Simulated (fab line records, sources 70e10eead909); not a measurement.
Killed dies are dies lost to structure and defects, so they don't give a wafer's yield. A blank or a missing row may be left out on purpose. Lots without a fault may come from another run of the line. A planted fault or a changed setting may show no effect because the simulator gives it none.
fab line records | flow nand_harc | part 2 of 2: steps 5 to 6 of 6
record lots=24 wafers=72 last_day=25
route steps=1159 shown A_CONTACT@861
lots that met no fault: from a run of the same line without faults
start_h: hours from the record's first day to the start of the lot's first wafer shown | wait_h: hours since the lot's step before | " the same as in the row above | L1.1+2: a row that stands for several wafers | - no value, or no start given | * or withheld: withheld | < > ~ a bound
route shown NAME@n: a module of which the file shows steps, and the number in the route of the first | usual: mean/standard deviation of fault-free wafers | same: alike in all rows | chamber/n: place in a boat | sites: the reading at each site | _std_site: their standard deviation | _edge_site: outer sites' mean less inner sites' | radius_mm: how far each site lies from the wafer's centre | mask NAME#n: copy n | behind: the tool/chamber that last shaped the wafer | hold: why the lot was held/for how many hours/how that ended | device: the transistor (n, p or np) that didn't switch | end of line: the same wafers' tests at the end of the route | a step without rows: its recipe alone | killed: dies lost to structure and defects at the first sort, not the wafer's yield | map: a wafer's dies, x killed, . not, _ none there
set.NAME: the setting as run; set.NAME@STEP: as run at that earlier step | model.NAME: the simulator's own value behind a step, which no gauge read
steps of the route over a sample of lots; a table a step, a row a wafer
services: from which hour (start_h, from the record's first day; less than 0 if before it) a tool's chamber was out of use, for how many hours, and why
## steps
# step NHARC_A_CONTACT_ETCH_96
# recipe target_depth_a=200 over_etch_frac=0.5 time_s=10 ion_energy_ev=250 c4f6_flow_sccm=25 o2_flow_sccm=20 ar_flow_sccm=500 rf_w=600 bias_w=500 chemistry=C4F6/O2
# usual drypump_motor_current_A=5.8/0.4 o2_flow_sccm=20.00/0.063 oes_product_au=0.970/0.025 rf_vpp_V=549.7/2.6 showerhead_plenum_p_Torr=4.06/0.12 throttle_valve_pct=26.901/0.008
# columns lot.wafer tool chamber start_h wait_h drypump_motor_current_A o2_flow_sccm oes_product_au rf_hours_counter_h rf_vpp_V showerhead_plenum_p_Torr throttle_valve_pct
L075.3 rie_diel-02 3 - - 5.9 20.01 1.001 15 553.0 4.22 26.908
L075.1 " 1 " " 6.7 20.12 1.003 15 548.5 4.06 26.902
L075.6 " 2 " " 6.3 19.92 0.994 - 547.3 3.99 26.900
L074.1 rie_diel-07 3 - - 5.5 19.93 0.971 50 549.1 4.07 26.898
L074.4 " 1 " " 5.5 19.99 0.967 45 544.9 3.87 26.907
L074.5 " 3 " " 5.5 19.98 0.953 - 549.2 4.07 26.904
L077.2 rie_diel-09 2 - - 5.9 20.04 0.954 22 551.1 4.16 26.908
L077.4 " 0 " " 5.5 20.06 0.954 24 544.8 3.84 26.907
L077.5 " 2 " " 5.9 19.96 0.957 - 552.9 4.16 26.896
L076.2 rie_diel-07 1 - - 5.5 20.06 0.964 47 544.9 3.87 26.898
L076.4 " 0 " " 6.3 19.97 0.961 55 549.6 4.07 26.903
L076.6 " 2 " " 6.0 19.95 0.957 - 551.4 4.16 26.898
L078.1 rie_diel-02 0 - - 5.7 19.93 0.940 4 552.9 4.22 26.905
L078.4 " 1 " " 6.7 19.97 0.957 18 550.3 4.06 26.897
L078.3 " 2 " " 6.3 19.92 0.951 18 547.8 3.99 26.906
L080.2 rie_diel-07 0 - - 6.3 19.88 0.964 63 550.5 4.06 26.909
L080.6 " 1 " " 5.4 20.02 0.962 - 546.5 3.86 26.890
L080.5 " 2 " " 6.0 19.97 0.959 - 552.6 4.15 26.900
L079.2 rie_diel-09 1 - - 6.2 19.97 0.985 24 550.9 4.11 26.897
L079.3 " 3 " " 5.2 20.05 0.994 28 550.1 4.05 26.895
L079.6 " 1 " " 6.2 19.98 0.989 - 551.3 4.11 26.903
L081.1 rie_diel-09 1 - - 6.2 20.06 0.952 26 549.2 4.11 26.891
L081.4 " 3 " " 5.2 19.96 0.945 31 549.4 4.05 26.902
L081.6 " 1 " " 6.2 20.07 0.949 - 550.5 4.11 26.903
L082.3 rie_diel-07 0 - - 6.3 19.91 0.995 1 549.9 4.06 26.889
L082.2 " 1 " " 5.4 20.12 1.010 1 544.8 3.86 26.923
L082.5 " 2 " " 6.0 20.05 1.006 - 551.3 4.15 26.905
L085.3 rie_diel-09 3 - - 5.2 20.04 0.947 34 548.9 4.05 26.910
L085.1 " 0 " " 5.5 20.08 0.942 34 545.1 3.83 26.899
L085.6 " 2 " " 5.9 19.96 0.939 - 551.7 4.16 26.898
L084.2 rie_diel-02 1 - - 6.7 19.97 1.004 41 549.2 4.05 26.906
L084.1 " 2 " " 6.3 19.95 0.996 43 547.8 3.97 26.897
L084.6 " 3 " " 5.9 20.01 0.987 - 554.3 4.20 26.903
L083.3 rie_diel-07 2 - - 6.1 19.93 0.997 10 551.1 4.14 26.898
L083.2 " 0 " " 6.3 20.04 0.974 11 550.1 4.06 26.899
L083.1 " 1 " " 5.5 20.04 0.990 10 545.4 3.86 26.914
L087.4 rie_diel-09 0 - - 5.5 20.02 0.950 1 544.2 3.83 26.908
L087.3 " 3 " " 5.2 19.99 0.957 1 550.7 4.05 26.909
L087.5 " 1 " " 6.2 19.97 0.937 - 549.0 4.11 26.915
L088.3 rie_diel-09 1 - - 6.2 19.92 1.001 2 550.0 4.10 26.899
L088.1 " 0 " " 5.5 20.00 1.017 3 545.2 3.83 26.902
L088.6 " 2 " " 5.8 19.94 1.004 - 550.8 4.15 26.899
L086.1 rie_diel-09 2 - - 5.9 19.96 0.958 2 550.2 4.15 26.902
L086.4 " 0 " " 5.5 19.96 0.953 3 544.1 3.83 26.906
L086.6 " 3 " " 5.1 19.89 0.949 - 550.2 4.05 26.921
L089.3 rie_diel-07 1 - - 5.5 20.00 1.011 13 544.9 3.85 26.883
L089.5 " 2 " " 6.1 20.04 1.002 - 551.2 4.14 26.890
L089.6 " 3 " " 5.5 19.96 1.002 - 549.9 4.05 26.897
L090.1 rie_diel-09 2 - - 5.9 19.98 0.941 6 550.1 4.15 26.906
L090.3 " 0 " " 5.5 20.04 0.960 7 544.0 3.83 26.889
L090.6 " 3 " " 5.1 19.97 0.939 - 549.1 4.05 26.906
L092.1 rie_diel-07 3 477.35 0.1 5.5 19.98 1.001 25 550.3 4.05 26.907
L092.3 " 0 " " 6.3 19.98 1.001 26 549.3 4.05 26.911
L092.6 " 3 " " 5.5 20.03 1.012 - 550.8 4.05 26.887
L091.4 rie_diel-02 1 - - 6.7 19.90 0.936 57 550.6 4.04 26.903
L091.1 " 2 " " 6.3 19.98 0.942 61 547.9 3.96 26.894
L091.3 " 3 " " 5.8 19.95 0.943 57 552.0 4.19 26.897
L093.2 rie_diel-07 3 484.20 0.1 5.5 19.97 0.951 26 549.1 4.05 26.896
L093.5 " 3 " " 5.5 20.02 0.958 - 550.2 4.05 26.895
L093.4 " 1 " " 5.4 19.99 0.964 - 544.9 3.85 26.920
L094.1 rie_diel-02 0 - - 5.7 19.96 0.960 45 552.1 4.20 26.907
L094.3 " 1 " " 6.7 19.94 0.973 64 549.4 4.03 26.907
L094.5 " 3 " " 5.8 19.92 0.966 - 551.7 4.19 26.903
L096.1 rie_diel-07 1 500.69 0.1 5.4 20.02 1.024 27 544.6 3.85 26.910
L096.6 " 2 " " 6.0 19.96 1.008 - 552.0 4.13 26.909
L096.5 " 3 " " 5.5 20.00 0.996 - 548.4 4.04 26.903
L095.1 rie_diel-09 2 - - 5.9 19.87 0.950 13 550.6 4.15 26.912
L095.2 " 3 " " 5.2 20.02 0.939 13 549.1 4.04 26.905
L095.3 " 0 " " 5.5 20.02 0.946 14 544.2 3.82 26.896
L097.3 rie_diel-02 3 - - 5.9 20.03 0.982 6 551.6 4.18 26.897
L097.2 " 0 " " 5.7 19.97 0.943 6 552.5 4.19 26.906
L097.5 " 3 " " 5.9 20.00 0.985 - 552.1 4.18 26.896
# step NHARC_A_CONTACT_OVL_MEAS_70
# usual overlay_x_nm=0.1/0.76 overlay_y_nm=-0.2/0.77
# columns lot.wafer tool chamber start_h wait_h overlay_x_nm overlay_y_nm
L074.1 overlay-01 - 376.29 - 0.4 -0.1
L074.4 " - " " 0.1 0.0
L074.5 " - " " 0.5 -0.3
L075.1 overlay-02 - 376.47 - -0.9 0.2
L075.3 " - " " -0.8 0.0
L075.6 " - " " -0.7 -0.3
L076.2 overlay-02 - 383.17 - 0.7 -0.1
L076.4 " - " " 0.6 0.1
L076.6 " - " " 0.6 0.3
L077.2 overlay-02 - 383.67 - 0.8 -1.1
L077.4 " - " " 1.0 -0.9
L077.5 " - " " 0.9 -0.4
L078.1 overlay-01 - 386.91 - -1.1 1.7
L078.3 " - " " -0.4 1.0
L078.4 " - " " -0.6 2.3
L080.2 overlay-02 - 407.11 - 0.8 -1.0
L080.5 " - " " 1.4 -0.6
L080.6 " - " " 1.0 -0.3
L079.2 overlay-01 - 409.56 - 0.0 0.2
L079.3 " - " " 0.4 -0.1
L079.6 " - " " 0.6 0.3
L081.1 overlay-01 - 419.03 - 0.1 0.7
L081.4 " - " " 0.1 0.3
L081.6 " - " " -0.3 0.4
L082.2 overlay-01 - 420.48 - -0.5 -0.1
L082.3 " - " " -1.0 -0.6
L082.5 " - " " -0.1 -0.8
L085.1 overlay-02 - 434.94 - -1.1 -0.7
L085.3 " - " " -0.4 -1.0
L085.6 " - " " -0.7 -0.7
L084.1 overlay-02 - 436.47 - 0.4 0.1
L084.2 " - " " -0.2 -0.5
L084.6 " - " " 0.4 0.0
L083.1 overlay-01 - 443.65 - -0.4 0.7
L083.2 " - " " 0.0 0.6
L083.3 " - " " 0.3 1.0
L087.3 overlay-01 - 450.58 - 0.7 -0.1
L087.4 " - " " 1.0 -0.4
L087.5 " - " " 1.5 0.1
L088.1 overlay-01 - 452.93 - 1.0 0.6
L088.3 " - " " 0.7 0.5
L088.6 " - " " 0.8 -0.1
L086.1 overlay-02 - 454.85 - -2.0 -0.2
L086.4 " - " " -2.1 0.0
L086.6 " - " " -1.6 -0.3
L089.3 overlay-01 - 464.38 - -0.2 -0.2
L089.5 " - " " 0.3 -0.1
L089.6 " - " " 0.2 0.2
L090.1 overlay-01 - 469.12 - 0.0 -0.8
L090.3 " - " " -0.7 -0.8
L090.6 " - " " 0.1 -0.8
L091.1 overlay-02 - 483.36 - 0.3 -1.8
L091.3 " - " " 0.7 -1.3
L091.4 " - " " 0.2 -1.0
L092.1 overlay-01 - 483.54 - 0.5 0.4
L092.3 " - " " 0.6 0.8
L092.6 " - " " 0.2 0.7
L093.2 overlay-02 - 489.46 - 0.7 -0.5
L093.4 " - " " 1.3 -0.7
L093.5 " - " " 1.0 -0.7
L094.1 overlay-02 - 501.07 - 0.9 0.2
L094.3 " - " " 1.1 0.8
L094.5 " - " " 0.9 0.8
L096.1 overlay-02 - 505.74 - 0.2 -2.0
L096.5 " - " " 0.3 -1.9
L096.6 " - " " -0.2 -2.1
L095.1 overlay-01 - 510.74 - -0.1 -0.9
L095.2 " - " " 0.6 -1.4
L095.3 " - " " 0.9 -0.6
L097.2 overlay-01 - 533.63 - -0.5 -0.3
L097.3 " - " " -1.2 -0.8
L097.5 " - " " -0.8 -0.3
## services
# columns tool chamber start_h hours kind
rie_diel-09 0 361.22 - clean
rie_diel-09 1 361.22 - clean
rie_diel-09 2 361.22 - clean
rie_diel-09 3 361.22 - clean
rie_diel-09 0 385.89 - clean
rie_diel-09 1 385.89 - clean
rie_diel-09 2 385.89 - clean
rie_diel-09 3 385.89 - clean
rie_diel-07 - 396.21 0.8 repair
rie_diel-07 - 405.23 9.0 pm
rie_diel-09 0 410.54 - clean
rie_diel-09 1 410.54 - clean
rie_diel-09 2 410.54 - clean
rie_diel-09 3 410.54 - clean
rie_diel-09 - 431.10 9.0 pm
rie_diel-09 0 431.10 9.0 vent_cycle
rie_diel-07 1 445.64 11.8 repair
rie_diel-07 2 472.43 2.0 repair
rie_diel-07 1 475.59 4.5 repair
rie_diel-07 0 483.49 29.7 repair
har_cap_etch-02 - 484.75 1.8 repair
rie_diel-07 3 501.47 9.7 repair
rie_diel-02 - 504.76 9.0 pm
har_cap_etch-01 - 518.75 0.1 repair
